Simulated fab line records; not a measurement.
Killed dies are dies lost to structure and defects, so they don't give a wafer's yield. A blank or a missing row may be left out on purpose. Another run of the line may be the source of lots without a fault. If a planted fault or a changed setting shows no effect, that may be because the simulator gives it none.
Lot-split experiment | flow n5-finfet | route with 1938 steps; 7 lots, 21 wafers read

## SPLIT DETAILS
At N5_BEOL_M8_EXPOSE_08 (exposes mask M8), the setting dose-mj was moved away from the recipe's 68.25 on 8 of the 21 wafers read, by -7.1% to +6.2%. For the rest of the wafers, this setting stayed at what the recipe calls for.

## FROM THE SPLIT TO THE READING: what the file shows between them, 14 steps
- N5_BEOL_M8_PEB_09: peb time 60 s
- N5_BEOL_M8_DEVELOP_10: develop time 30 s
- N5_BEOL_M8_CD_MEAS_11: target cd 38.5 nm
- N5_BEOL_M8_ETCH_61: etches SiARC in CF4, target depth 45.5 nm, time 75.8 s (also split here: bias-w)
- N5_BEOL_M8_ETCH_62: etches SOC in N2/H2, target depth 110 nm, overetch 22 nm, time 165 s
- N5_BEOL_M8_STRIP_68: strips in N2/H2
- N5_BEOL_M8_STRIP_67: strips in CF4
- N5_BEOL_M8_HM_OPEN_17: chemistry Cl2/BCl3, target TiN, target depth 20 nm, overetch 6 nm
- N5_BEOL_M8_STRIP_19: strips in O2
- N5_BEOL_M8_CD_MEAS_18: pitch 80 nm, target cd 40 nm
- N5_BEOL_M8_COAT_63: time 60 s, resist thk 60 nm
- N5_BEOL_M8_COAT_64: time 60 s, resist thk 12 nm
- N5_BEOL_M8_PRECLEAN_42: cleans in residue remover, time 60 s
- N5_BEOL_M8_SRD_43: time 30 s

## THE READING
cd-nm (nm) at N5_BEOL_M8_CD_MEAS_35, where the cd target is 40 nm. Typical for fault-free wafers on this fab line: 40.1 nm, with standard deviation 0.48 nm.

wafer  | tool, chamber at the split | dose-mj as run | against the recipe | cd-nm, nm | against lot-mates on the recipe
L075.1 | arfi-scanner-02, 0         | 71.05          | +4.1%              | 41.6      | +1.9
L075.3 | arfi-scanner-02, 0         | 68.25          | recipe             | 39.8      | -
L075.6 | arfi-scanner-02, 0         | 68.25          | recipe             | 39.6      | -
L077.1 | arfi-scanner-03, 0         | 72.45          | +6.2%              | 42.4      | +2.5
L077.2 | arfi-scanner-03, 0         | 68.25          | recipe             | 39.9      | -
L077.5 | arfi-scanner-03, 0         | 72.45          | +6.2%              | 42.1      | +2.2
L078.2 | arfi-scanner-01, 0         | 68.25          | recipe             | 40.3      | -
L078.3 | arfi-scanner-01, 0         | 63.42          | -7.1%              | 36.2      | -4.1
L078.4 | arfi-scanner-01, 0         | 63.42          | -7.1%              | 36.7      | -3.6
L081.2 | arfi-scanner-02, 0         | 68.25          | recipe             | 39.8      | -
L081.3 | arfi-scanner-02, 0         | 68.25          | recipe             | 39.2      | -
L081.5 | arfi-scanner-02, 0         | 68.25          | recipe             | 39.5      | -
L090.4 | arfi-scanner-01, 0         | 64.82          | -5.0%              | 37.3      | -3.1
L090.5 | arfi-scanner-01, 0         | 68.25          | recipe             | 40.4      | -
L090.6 | arfi-scanner-01, 0         | 68.25          | recipe             | 40.4      | -
L091.2 | arfi-scanner-01, 0         | 68.25          | recipe             | 41.3      | -
L091.5 | arfi-scanner-01, 0         | 68.25          | recipe             | 40.7      | -
L091.6 | arfi-scanner-01, 0         | 68.25          | recipe             | 41.0      | -
L092.2 | arfi-scanner-03, 0         | 68.25          | recipe             | 39.7      | -
L092.3 | arfi-scanner-03, 0         | 65.4           | -4.2%              | 38.0      | -1.7
L092.6 | arfi-scanner-03, 0         | 65.4           | -4.2%              | 37.9      | -1.8

FIT RESULTS
A straight line over all 21 wafers: cd-nm changes by +0.453 nm for each +1% of dose-mj; r = +0.95; the points scatter about the line by 0.56 nm.
The same after taking each lot's own level away (the mean of its wafers on the recipe; 21 wafers): +0.475 nm for each +1%; r = +0.98; scatter 0.33 nm.
According to that fit, moving dose-mj by its largest amount changes the reading by 3.4 nm.
The lots' own levels span 39.50 to 41.00 nm, that is 3.1 times the standard deviation above.
So the lot-to-lot level changes the slope little: the two slopes agree.
Check: -3.3 nm against its lot-mates is what the line predicts for one of the wafers moved furthest among these (-7.1%) when that wafer is left out of the fit. Against them it came out at -4.1 nm.

## THESE WAFERS: OTHER SPLITS
Other splits were also applied to these wafers ahead of the reading. Each is held against what the fit with the lots' levels taken away leaves over:
other split on the same wafers   | wafers away from the commonest value | r with cd-nm (lot level and that fit taken away)
N5_BEOL_M4_TRENCH_ETCH_37 bias-w | 9                                    | +0.25
N5_BEOL_M5_COAT_59 spin-rpm      | 6                                    | -0.17
N5_BEOL_M5_COAT_05 spin-rpm      | 9                                    | -0.06
N5_BEOL_M5_DEP_56 time-s         | 4                                    | -0.12
N5_BEOL_M7_COAT_22 spin-rpm      | 9                                    | -0.24
N5_BEOL_M8_ETCH_61 bias-w        | 7                                    | -0.22

## THE WHOLE CHAIN: every reading that the file lists as answering this split, in the file's order
step                  | what it does                                                      | reading                                                               | change (the file's fit)               | r (the file's)
N5_BEOL_M8_CD_MEAS_11 | target cd 38.5 nm                                                 | cd-nm                                                                 | +0.477 nm for each +1% of the setting | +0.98
N5_BEOL_M8_ETCH_61    | etches SiARC in CF4, target depth 45.5 nm, time 75.8 s            | BEOL_M8.cd-offset-nm (the simulator's own value, which no gauge read) | +0.488 nm for each +1% of the setting | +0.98
N5_BEOL_M8_HM_OPEN_17 | chemistry Cl2/BCl3, target TiN, target depth 20 nm, overetch 6 nm | BEOL_M8.cd-offset-nm (the simulator's own value, which no gauge read) | +0.484 nm for each +1% of the setting | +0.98
N5_BEOL_M8_CD_MEAS_18 | pitch 80 nm, target cd 40 nm                                      | cd-nm                                                                 | +0.457 nm for each +1% of the setting | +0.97
N5_BEOL_M8_CD_MEAS_35 | target cd 40 nm                                                   | cd-nm                                                                 | +0.493 nm for each +1% of the setting | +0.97

## THE FILE'S OWN FIT
cd-nm changes by +0.493 nm for each +1% of dose-mj, r = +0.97.
